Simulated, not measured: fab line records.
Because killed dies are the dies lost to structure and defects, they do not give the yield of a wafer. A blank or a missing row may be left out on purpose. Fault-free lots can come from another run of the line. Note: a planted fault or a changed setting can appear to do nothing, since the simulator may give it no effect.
fab line records -- flow n5_finfet
record lots=4, wafers=12, last_day=17
route steps=1938 shown DUMMY_GATE@246 SPACER0@258 SD_EPI_N@262 SD_EPI_P@329 BEOL_M4@1111 PASSIVATION@1936
lots untouched by any fault: they come from a run of this same line in which no faults occurred
start_h: hours from the record's first day to the start of the lot's first wafer shown -- wait_h: hours since the lot's step before -- " same as the row above -- L1.1+2: a single row standing in for several wafers -- - no value present, or no start provided -- * or withheld: withheld -- < > ~ a bound
route shown NAME@n: a module of which the file shows steps, and the number in the route of the first -- usual: mean/standard deviation of fault-free wafers -- same: alike in all rows -- chamber/n: place in a boat -- sites: per-site readings -- _std_site: standard deviation across them -- _edge_site: outer sites' mean less inner sites' -- radius_mm: for every site, how far away it sits from the centre of the wafer -- mask NAME#n: copy n -- behind: the last tool/chamber to shape the wafer -- hold: why the lot went on hold/how many hours it stayed there/how the hold came to an end -- device: names the non-switching transistor (n, p or np) -- end of line: the tests these same wafers got at the end of their route -- where a step has no rows: the recipe by itself -- killed: not the wafer's yield, but the dies lost to structure and defects at the first sort -- map: a wafer's dies, x killed, . not, _ none there
set.NAME: the setting as run; set.NAME@STEP: as run at that earlier step -- model.NAME: the simulator's own value behind a step, which no gauge read
lots seen at some steps along the route; tables by step, rows by wafer
## steps
# step N5_DUMMY_GATE_ETCH_32
# recipe chemistry=CF4, target=SiO2, target_depth_a=35, time_s=3.9, ion_energy_ev=350, pressure_mtorr=10, icp_w=800, bias_w=400, cf4_flow_sccm=80
# step N5_DUMMY_GATE_ETCH_23
# recipe chemistry=HBr/Cl2/O2, HBr_flow_sccm=150, Cl2_flow_sccm=80, O2_flow_sccm=12, bias_w=102, target_depth_a=410, time_s=22.3, target=poly-Si, mask_material=SiO2, pressure_mtorr=10, icp_w=800
# step N5_DUMMY_GATE_ETCH_44
# recipe chemistry=HBr/O2, over_etch_frac=0.7, target_depth_a=1275, stop_on=SiO2, ion_energy_ev=60, bias_w=20, target=poly-Si, mask_material=SiO2, pressure_mtorr=20, icp_w=400, HBr_flow_sccm=120, O2_flow_sccm=10
# step N5_DUMMY_GATE_ETCH_42
# recipe chemistry=CHF3/O2, target=SiO2, target_depth_a=35, time_s=31, ion_energy_ev=30, bias_w=12, pressure_mtorr=30, source_w=600, Ar_flow_sccm=200, CHF3_flow_sccm=50, O2_flow_sccm=5
# step N5_DUMMY_GATE_STRIP_48
# recipe chemistry=N2/H2, time_s=20, power_w=100, temp_c=40, pressure_mtorr=100, rf_frequency_hz=6e+07, bias_power_w=3, n2_flow_sccm=300, h2_flow_sccm=300
# step N5_DUMMY_GATE_PRECLEAN_33
# recipe chemistry=dHF, time_s=10, dilution=750:1, temp_c=25
# step N5_DUMMY_GATE_PRECLEAN_25
# recipe chemistry=O3/DIW, time_s=45, temp_c=22, o3_ppm=10
# step N5_DUMMY_GATE_PRECLEAN_51
# recipe chemistry=SC2, time_s=45, temp_c=35, mix=1:1:50
# step N5_DUMMY_GATE_SRD_26
# recipe dry=ipa_marangoni, time_s=30, temp_c=23, rinse_liquid=diw
# step N5_DUMMY_GATE_UV_OZONE_45
# recipe time_s=120, pressure_torr=760, temp_c=25
# step N5_SPACER0_ALD_07
# recipe material=SiNx, target_thk_a=20, temp_c=400, ald_precursor_family=SiH2I2, ald_co_reactant=N2/H2-plasma, pressure_torr=2
# usual heater_power_w=836/50
lot.wafer,tool,chamber,start_h,wait_h,heater_power_w
L940.1,ald_sin-04,1,114.06,0.6,902
L940.3,ald_sin-04,2,114.06,0.6,783
L940.4,ald_sin-04,3,114.06,0.6,786
L941.2,ald_sin-04,1,121.01,0.0,877
L941.5,ald_sin-04,1,121.01,0.0,871
L941.6,ald_sin-04,2,121.01,0.0,798
L950.1,ald_sin-04,2,175.17,0.0,783
L950.2,ald_sin-04,3,175.17,0.0,789
L950.4,ald_sin-04,1,175.17,0.0,878
L951.2,ald_sin-01,0,181.03,0.0,820
L951.4,ald_sin-01,1,181.03,0.0,885
L951.6,ald_sin-01,2,181.03,0.0,786
# step N5_SPACER0_ALD_00
# recipe material=SiOCN, target_thk_a=35, temp_c=400, ald_precursor_family=alkyl-aminosilane, ald_co_reactant=O2/N2-plasma, pulse_time_s=3, purge_time_s=2, co_reactant_purge_time_s=2, ald_cycles=58, pressure_torr=2
# step N5_SPACER0_ALD_08
# recipe material=SiNx, target_thk_a=20, temp_c=400, ald_precursor_family=SiH2I2, ald_co_reactant=N2/H2-plasma, pressure_torr=2
# step N5_SPACER0_INSPECT_04
# recipe inspect_instrument=darkfield, mode=post_dep
# usual raw_defect_count=145/33
lot.wafer,tool,chamber,start_h,wait_h,raw_defect_count
L940.1,defect_inspect-01,-,114.63,0.1,103
L940.3,defect_inspect-01,-,114.63,0.1,424
L940.4,defect_inspect-01,-,114.63,0.1,125
L941.2,defect_inspect-02,-,121.58,0.1,206
L941.5,defect_inspect-02,-,121.58,0.1,157
L941.6,defect_inspect-02,-,121.58,0.1,407
L950.1,defect_inspect-02,-,175.74,0.1,144
L950.2,defect_inspect-02,-,175.74,0.1,188
L950.4,defect_inspect-02,-,175.74,0.1,129
L951.2,defect_inspect-02,-,181.59,0.1,137
L951.4,defect_inspect-02,-,181.59,0.1,150
L951.6,defect_inspect-02,-,181.59,0.1,169
# step N5_SD_EPI_N_COAT_32
# recipe resist=SOC, temp_c=250, time_s=60, spin_rpm=1500, resist_thk_nm=350
# step N5_SD_EPI_N_COAT_33
# recipe resist=SiARC, temp_c=220, time_s=60, spin_rpm=1500, resist_thk_nm=35
# step N5_SD_EPI_N_COAT_03
# recipe resist=CAR-ArF-block, spin_rpm=1500, resist_thk_nm=150
# step N5_SD_EPI_N_EBR_05
# recipe solvent=PGMEA, ebr_width_mm=1.5
# step N5_SD_EPI_N_SOFTBAKE_04
# recipe temp_c=110, time_s=60, resist=CAR-ArF-block
# step N5_SD_EPI_N_EXPOSE_06
# recipe mask_id=SD_N_BLK, na=1.35, source_shape=conventional, sigma_outer=0.8, polarization=unpolarized, target_cd_nm=120, dose_mj=39.75
# step N5_SD_EPI_N_PEB_07
# recipe peb_temp_c=110, peb_time_s=60, resist=CAR-ArF-block
# step N5_SD_EPI_N_DEVELOP_08
# recipe develop_time_s=30, developer=TMAH, resist=CAR-ArF-block, dev_temp_c=23, rinse_liquid=diw, dry=air_spin
# step N5_SD_EPI_N_INSPECT_11
# recipe mode=adi, inspect_instrument=macro
# usual raw_defect_count=2.1/1.5
lot.wafer,tool,chamber,start_h,wait_h,raw_defect_count
L940.1,defect_inspect-02,-,114.96,0.0,1
L940.3,defect_inspect-02,-,114.96,0.0,>300
L940.4,defect_inspect-02,-,114.96,0.0,2
L941.2,defect_inspect-01,-,121.91,0.0,2
L941.5,defect_inspect-01,-,121.91,0.0,0
L941.6,defect_inspect-01,-,121.91,0.0,>300
L950.1,defect_inspect-02,-,176.06,0.0,3
L950.2,defect_inspect-02,-,176.06,0.0,1
L950.4,defect_inspect-02,-,176.06,0.0,2
L951.2,defect_inspect-01,-,182.05,0.0,1
L951.4,defect_inspect-01,-,182.05,0.0,3
L951.6,defect_inspect-01,-,182.05,0.0,2
# step N5_SD_EPI_N_DESCUM_14
# recipe chemistry=O2, time_s=7.9, source_power_w=50, bias_power_w=20, pressure_mtorr=20, rf_frequency_hz=2.712e+07, temp_c=40, resist=CAR-ArF-block, o2_flow_sccm=225
# step N5_SD_EPI_N_ETCH_34
# recipe chemistry=CF4, target=SiARC, target_depth_a=455, mask_material=CAR-ArF-block, time_s=75.8, ion_energy_ev=80, pressure_mtorr=40, source_w=545, bias_w=36, Ar_flow_sccm=100, cf4_flow_sccm=100, ends=cleared
# step N5_SD_EPI_N_ETCH_35
# recipe chemistry=N2/H2, target=SOC, overetch_a=1080, mask_material=SiARC, temp_c=40, ion_energy_ev=100, source_w=3000, bias_w=133, pressure_mtorr=20, time_s=486, n2_flow_sccm=200, h2_flow_sccm=200
# step N5_SD_EPI_N_STRIP_36
# recipe chemistry=N2/H2, temp_c=40, n2_flow_sccm=200, h2_flow_sccm=200, rf_frequency_hz=6e+07
# step N5_SD_EPI_N_ETCHBACK_44
# recipe chemistry=CH3F/O2, mode=anisotropic_etchback, target=SiNx, target_depth_a=145, stop_on=SiO2, over_etch_frac=0.3, ion_energy_ev=120, pressure_mtorr=30, source_w=395, bias_w=73, Ar_flow_sccm=150, CH3F_flow_sccm=30, O2_flow_sccm=20
# step N5_SD_EPI_N_ETCH_45
# recipe chemistry=CH3F/O2, target=SiOCN, target_depth_a=60, mask_material=SOC, ion_energy_ev=60, bias_w=29, pressure_mtorr=15, source_w=410, Ar_flow_sccm=150, CH3F_flow_sccm=30, O2_flow_sccm=20
# step N5_SD_EPI_N_ETCH_16
# recipe chemistry=CHF3/O2, target=SiO2, target_depth_a=50, mask_material=SOC, pressure_mtorr=30, source_w=650, bias_w=170, Ar_flow_sccm=200, CHF3_flow_sccm=50, O2_flow_sccm=5, ion_energy_ev=200
# step N5_SD_EPI_N_STRIP_47
# recipe chemistry=CHF3/O2, resist=SiARC, rf_frequency_hz=6e+07
# step N5_SD_EPI_N_SD_RECESS_17
# recipe chemistry=HBr/Cl2/O2, target_depth_a=410, mask_material=SOC, time_s=23.7, bt_time_s=3, pressure_mtorr=10, icp_w=800, bias_w=112, HBr_flow_sccm=150, Cl2_flow_sccm=80, O2_flow_sccm=12
# step N5_SD_EPI_N_STRIP_38
# recipe chemistry=N2/H2, power_w=1000, temp_c=250, h2_frac=0.65, overash_fraction=0.3, pressure_mtorr=withheld, n2_flow_sccm=1750, h2_flow_sccm=3250
# step N5_SD_EPI_N_WET_ETCH_43
# recipe chemistry=dHF, dilution=withheld, time_s=14, target=SiO2, target_depth_a=15, temp_c=25
# step N5_SD_EPI_N_STRIP_18
# recipe chemistry=SPM, time_s=750, temp_c=130, h2so4_h2o2_vol_ratio=4
# step N5_SD_EPI_N_SRD_20
# recipe dry=ipa_marangoni, do_ppb=5, time_s=30, temp_c=23, rinse_liquid=diw
# step N5_SD_EPI_N_PRECLEAN_48
# recipe chemistry=NF3:NH3, afs_cycles=2, temp_c=30, time_s=20, sublimation_temp_c=180, sublimation_time_s=60, pressure_torr=3, rf_power_w=30
# step N5_SD_EPI_N_VAPOR_ETCH_50
# recipe chemistry=HCl, target=Si, temp_c=775, time_s=54, pressure_torr=20, mode=isotropic
# step N5_SD_EPI_N_INSPECT_26
# recipe inspect_instrument=darkfield, mode=post_epi
# usual raw_defect_count=223/41
lot.wafer,tool,chamber,start_h,wait_h,raw_defect_count
L940.1,defect_inspect-02,-,121.36,0.1,214
L940.3,defect_inspect-02,-,121.36,0.1,523
L940.4,defect_inspect-02,-,121.36,0.1,238
L941.2,defect_inspect-01,-,126.17,0.1,299
L941.5,defect_inspect-01,-,126.17,0.1,205
L941.6,defect_inspect-01,-,126.17,0.1,477
L950.1,defect_inspect-02,-,180.07,0.1,209
L950.2,defect_inspect-02,-,180.07,0.1,270
L950.4,defect_inspect-02,-,180.07,0.1,213
L951.2,defect_inspect-02,-,187.17,0.1,212
L951.4,defect_inspect-02,-,187.17,0.1,256
L951.6,defect_inspect-02,-,187.17,0.1,244
# step N5_SD_EPI_P_INSPECT_26
# recipe inspect_instrument=darkfield, mode=post_epi
# usual raw_defect_count=189/37
lot.wafer,tool,chamber,start_h,wait_h,raw_defect_count
L940.1,defect_inspect-01,-,127.69,0.0,140
L940.3,defect_inspect-01,-,127.69,0.0,455
L940.4,defect_inspect-01,-,127.69,0.0,136
L941.2,defect_inspect-02,-,130.29,0.0,261
L941.5,defect_inspect-02,-,130.29,0.0,209
L941.6,defect_inspect-02,-,130.29,0.0,477
L950.1,defect_inspect-02,-,186.12,0.0,180
L950.2,defect_inspect-02,-,186.12,0.0,210
L950.4,defect_inspect-02,-,186.12,0.0,181
L951.2,defect_inspect-02,-,191.25,0.0,193
L951.4,defect_inspect-02,-,191.25,0.0,254
L951.6,defect_inspect-02,-,191.25,0.0,218
# step N5_BEOL_M4_RC_MEAS_101
# usual DIBL_N=36.3/1.2, DIBL_P=36.3/1.4, IOFF_N=0.157/0.02, IOFF_P=0.22/0.033, ION_N=675/9.6, ION_P=465/8.2, SS_N=71.4/0.45, SS_P=73.3/0.54, VT_N=249.8/2.5, VT_P=-249/3.2
lot.wafer,tool,chamber,start_h,wait_h,DIBL_N[mV/V],DIBL_P[mV/V],IOFF_N[nA/um],IOFF_P[nA/um],ION_N[uA/um],ION_P[uA/um],SS_N[mV/dec],SS_P[mV/dec],VT_N[mV],VT_P[mV]
L940.1,prober-01,0,263.67,0.0,35.4,35.6,0.138,0.16,668,455,70.9,73.2,249.9,-254
L940.3,prober-01,0,263.67,0.0,36.7,36.5,0.160,0.18,675,452,71.3,73.6,252.1,-256
L940.4,prober-01,0,263.67,0.0,36.8,37.3,0.164,0.19,667,452,72.4,72.5,248.0,-254
L941.2,prober-01,0,269.58,0.2,37.1,37.2,0.183,0.26,688,473,71.0,73.9,245.6,-246
L941.5,prober-01,0,269.58,0.2,36.2,36.6,0.171,0.24,686,474,70.9,73.2,247.6,-247
L941.6,prober-01,0,269.58,0.2,36.9,37.6,0.184,0.25,689,471,71.5,73.6,245.5,-246
L951.2,prober-01,0,307.35,0.2,37.1,37.2,0.175,0.28,680,472,71.5,73.8,246.7,-245
L951.4,prober-01,0,307.35,0.2,36.1,35.8,0.147,0.25,665,465,71.4,72.6,250.7,-246
L951.6,prober-01,0,307.35,0.2,36.9,37.3,0.168,0.27,670,472,71.8,73.5,249.9,-245
L950.1,prober-02,0,315.03,0.0,35.3,34.1,0.138,0.21,673,469,70.9,74.0,251.2,-247
L950.2,prober-02,0,315.03,0.0,36.9,36.3,0.167,0.25,680,475,71.6,73.2,248.0,-246
L950.4,prober-02,0,315.03,0.0,37.5,36.9,0.182,0.25,687,470,71.6,74.2,248.5,-246
# step N5_PASSIVATION_PROBE_49
# usual defect_limited_yield=91.1/1.4, killed_at_M0_to_M3=33/10, killed_at_M4_up=15/5.8, killed_at_contacts=13/5.9, killed_at_front_end=39/11, killed_at_other=4/3.6, killed_dies=105/16, killed_on_rim=13/3.7, killed_open=68/11, killed_short=34/7.8, sort_bin_5_function=5.2/0.88, sort_bin_6_memory=3.3/0.61, sort_n_pass=1075/16, sort_yield_pct=91.1/1.4
# same gross_dies=1180, killed_at_back_side=0, sort_bin_4_leakage[%]=0, sort_bin_8_speed[%]=0
lot.wafer,tool,chamber,start_h,wait_h,defect_limited_yield[%],killed_at_M0_to_M3,killed_at_M4_up,killed_at_contacts,killed_at_front_end,killed_at_other,killed_dies,killed_on_rim,killed_open,killed_short,sort_bin_5_function[%],sort_bin_6_memory[%],sort_n_pass,sort_yield_pct[%]
L940.1,prober-02,-,369.43,0.0,91.0,32,14,16,44,0,106,13,75,28,5.3,3.3,1074,91.0
L940.3,prober-02,-,369.53,0.1,85.8,26,27,8,103,3,167,31,66,37,9.1,3.3,1013,85.8
L940.4,prober-02,-,369.58,0.2,95.3,18,5,3,29,0,55,9,31,22,3.1,1.5,1125,95.3
L941.2,prober-02,-,371.81,0.1,89.1,43,24,6,44,12,129,16,74,53,6.9,3.3,1051,89.1
L941.5,prober-02,-,371.96,0.2,89.4,57,13,14,39,2,125,15,73,48,6.4,3.2,1055,89.4
L941.6,prober-02,-,372.01,0.3,85.3,71,14,11,76,2,174,29,81,30,8.9,4.5,1006,85.3
L951.2,prober-01,-,408.46,0.1,91.2,42,15,6,33,8,104,15,63,40,5.3,3.1,1076,91.2
L951.4,prober-01,-,408.56,0.2,91.4,41,11,0,47,2,101,14,68,33,5.2,3.4,1079,91.4
L951.6,prober-01,-,408.66,0.3,92.2,34,7,11,37,3,92,14,59,32,5.3,2.4,1088,92.2
L950.1,prober-01,-,414.24,0.0,91.5,28,10,11,44,7,100,14,63,35,5.0,3.3,1080,91.5
L950.2,prober-01,-,414.29,0.1,92.7,24,14,15,32,1,86,9,64,22,4.3,2.9,1094,92.7
L950.4,prober-01,-,414.39,0.2,92.7,25,11,13,36,1,86,9,56,28,4.3,2.8,1094,92.7
# killed by level:class
L940.1 MOL_CONTACT_COAG:geometric_particle:open=13 FIN_SAQP:geometric_particle:open=12 BEOL_M0_SAQP:geometric_particle:open=11 ILD0:geometric_particle:short=9 STI_FIN_REVEAL:geometric_particle:open=8 BEOL_M0_SAQP:geometric_particle:short=6 BEOL_M4:geometric_particle:open=6 BEOL_M2:geometric_particle:open=5
L940.3 SPACER0:unspecified=63 BEOL_M4:geometric_particle:open=12 ILD0:geometric_particle:short=10 MOL_CONTACT_COAG:geometric_particle:open=7 BEOL_M0_SAQP:geometric_particle:short=7 BEOL_M0_SAQP:geometric_particle:open=7 BEOL_M3:geometric_particle:open=7 BEOL_M4:geometric_particle:short=7
L940.4 STI_FIN_REVEAL:geometric_particle:open=6 FIN_SAQP:geometric_particle:open=5 BEOL_M0_SAQP:geometric_particle:short=5 STARTING-WAFER:geometric_particle:short=5 BEOL_M2:geometric_particle:open=4 STI_FIN_REVEAL:geometric_particle:short=2 BEOL_M0_SAQP:geometric_particle:open=2 BEOL_M1:geometric_particle:open=2
L941.2 BEOL_M0_SAQP:geometric_particle:short=17 FIN_SAQP:geometric_particle:short=14 BEOL_M4:geometric_particle:open=14 BEOL_M0_SAQP:geometric_particle:open=11 FIN_SAQP:geometric_particle:open=10 BEOL_M2:geometric_particle:open=5 STI_FIN_REVEAL:geometric_particle:open=5 MOL_CONTACT_COAG:geometric_particle:open=5
L941.5 BEOL_M0_SAQP:geometric_particle:short=13 BEOL_M0_SAQP:geometric_particle:open=13 MOL_CONTACT_COAG:geometric_particle:open=10 FIN_SAQP:geometric_particle:short=9 BEOL_M2:geometric_particle:open=9 FIN_SAQP:geometric_particle:open=8 BEOL_M1:geometric_particle:open=6 BEOL_M4:geometric_particle:open=6
L941.6 SPACER0:unspecified=63 BEOL_M0_SAQP:geometric_particle:open=15 BEOL_M1:geometric_particle:open=13 BEOL_M0_SAQP:geometric_particle:short=12 BEOL_M2:geometric_particle:open=11 MOL_CONTACT_COAG:geometric_particle:open=10 BEOL_M3:geometric_particle:open=8 BEOL_M1:geometric_particle:short=6
L951.2 BEOL_M0_SAQP:geometric_particle:short=8 BEOL_M2:geometric_particle:open=8 BEOL_M0_SAQP:geometric_particle:open=7 FIN_SAQP:geometric_particle:open=6 MOL_CONTACT_COAG:geometric_particle:open=5 BEOL_M3:geometric_particle:open=5 FIN_SAQP:geometric_particle:short=4 BEOL_M1:geometric_particle:open=4
L951.4 STI_FIN_REVEAL:geometric_particle:open=15 BEOL_M0_SAQP:geometric_particle:short=14 BEOL_M0_SAQP:geometric_particle:open=10 FIN_SAQP:geometric_particle:open=6 BEOL_M2:geometric_particle:open=6 BEOL_M4:geometric_particle:open=6 BEOL_M3:geometric_particle:open=5 STARTING-WAFER:geometric_particle:open=4
L951.6 DUMMY_GATE:geometric_particle:open=9 BEOL_M1:geometric_particle:open=8 BEOL_M3:geometric_particle:open=7 BEOL_M0_SAQP:geometric_particle:short=7 MOL_CONTACT_COAG:geometric_particle:open=6 STI_FIN_REVEAL:geometric_particle:open=5 MOL_CONTACT_COAG:geometric_particle:short=4 BEOL_M2:geometric_particle:open=4
L950.1 STI_FIN_REVEAL:geometric_particle:open=15 MOL_CONTACT_COAG:geometric_particle:open=10 BEOL_M0_SAQP:geometric_particle:short=8 GATE_CUT:geometric_particle:short=6 STARTING-WAFER:geometric_particle:short=6 BEOL_M5:geometric_particle:open=5 BEOL_M0:geometric_particle:open=4 BEOL_M2:geometric_particle:open=4
L950.2 MOL_CONTACT_COAG:geometric_particle:open=13 STI_FIN_REVEAL:geometric_particle:open=7 BEOL_M1:geometric_particle:open=7 FIN_SAQP:geometric_particle:open=6 BEOL_M3:geometric_particle:open=6 FIN_SAQP:geometric_particle:short=5 BEOL_M4:geometric_particle:open=5 BEOL_M3:geometric_particle:short=5
L950.4 MOL_CONTACT_COAG:geometric_particle:open=10 BEOL_M1:geometric_particle:open=10 STARTING-WAFER:geometric_particle:open=7 GATE_CUT:geometric_particle:short=6 STI_FIN_REVEAL:geometric_particle:open=5 FIN_SAQP:geometric_particle:short=4 FIN_SAQP:geometric_particle:open=4 GATE_CUT:geometric_particle:open=4
# map L940.3 (x killed, . not)
_________________......x.....________________
______________...xx............._____________
___________........................__________
__________x.......................x._________
________.............................._______
_______............x.....xx............______
______x.......................x.......xx_____
_____..xx..x...x.................x....x..____
____............x....................x....___
___..x.x..x.......x.............x.........x__
___....................x...................__
__.........................x.x.............._
__.....x.....x...................x.........x_
_...x..x....x.......x.....x........x.........
_........x......x........x.....x......x......
_...x..........x.x.....xx...x.....xx.........
_..................................x.........
_.........................x............x...x.
_x..xxx.....................................x
_xxxxxxx.........................x...........
_xxxxxxxx...................x....x..........x
__xxxxxxxx.........x..................x....._
__xxxxxxxxxx.....x.........x..xx..x........._
___xxxxxxx..........x......................__
___xxxxxxxxx.........x.....x....x..........__
____xxxxxxxx..x...........................___
_____xxxxx...x............x............x.____
______xxxx....x...................xx...._____
_______x.x....xx.x............x..x.....______
________..xx..............x......xx..._______
__________..x.....x............x...._________
___________...x....x.....x.........__________
______________.................._____________
_________________............________________
# map L941.6 (x killed, . not)
_________________............________________
______________x..x.............._____________
___________........x...xx...x......__________
__________.........................._________
________.......x.........x............_______
_______...xx.............x.x...........______
______.x..................x...........x._____
_____.....x.......x.x......x..x...x......____
____x......x..xx.....x..............x.....___
___..........x...................x......x..__
___.....x.x.x...x...................x...x..__
__..............................x.....x....._
__....xx.......x................x......x...._
_...............x..........x...x...x.....x...
_.x.x.x..................x.x.......x......x..
_x....x.x.x.................x........xx......
_....x..........x..................x.........
_.......xx.........................xx........
_.x.x....x...........x.........x....x..x.....
_xxx.xxx.............x..x....................
_.xxxxxx...............................x.....
__xxxxxxx..x........x.......x..............._
__xxxxxxxxx.x.......x.........x......x......_
___xxxxxxxxx.............x.........x..xx..x__
___xxxxxx.x....xx................x....x....__
____xxxxxx................................___
_____xxxxxx....................x.....x...____
______xxxx............x................._____
_______x..........x.......x.x.........x______
________..x....xx.....x..............._______
__________.x.......x..............xx_________
___________..................x...x.__________
______________.................._____________
_________________x...........________________
## key
first_sign step=N5_SPACER0_INSPECT_04, reading=raw_defect_count, direction=up, sigmas=8.1, usual=145, struck=416
effect step=N5_SD_EPI_N_INSPECT_11, reading=raw_defect_count, direction=up, sigmas=99+, usual=2.1, struck=>300
effect step=N5_SD_EPI_N_INSPECT_26, reading=raw_defect_count, direction=up, sigmas=6.8, usual=223, struck=500
effect step=N5_SD_EPI_P_INSPECT_26, reading=raw_defect_count, direction=up, sigmas=7.4, usual=189, struck=466
effect step=N5_PASSIVATION_PROBE_49, reading=killed_at_front_end, direction=up, sigmas=4.6, usual=39, struck=90
more_kills_born_at N5_SPACER0_ALD_07@ald_sin-04=126
met_at N5_SPACER0_ALD_07
struck_wafers L940.3,L941.6
fault kind=chamber_particle_source, tool=ald_sin-04, chamber=2, onset_h=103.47, steps=N5_SPACER0_ALD_07, rate_per_visit_cm2=0.43417, end_h=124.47
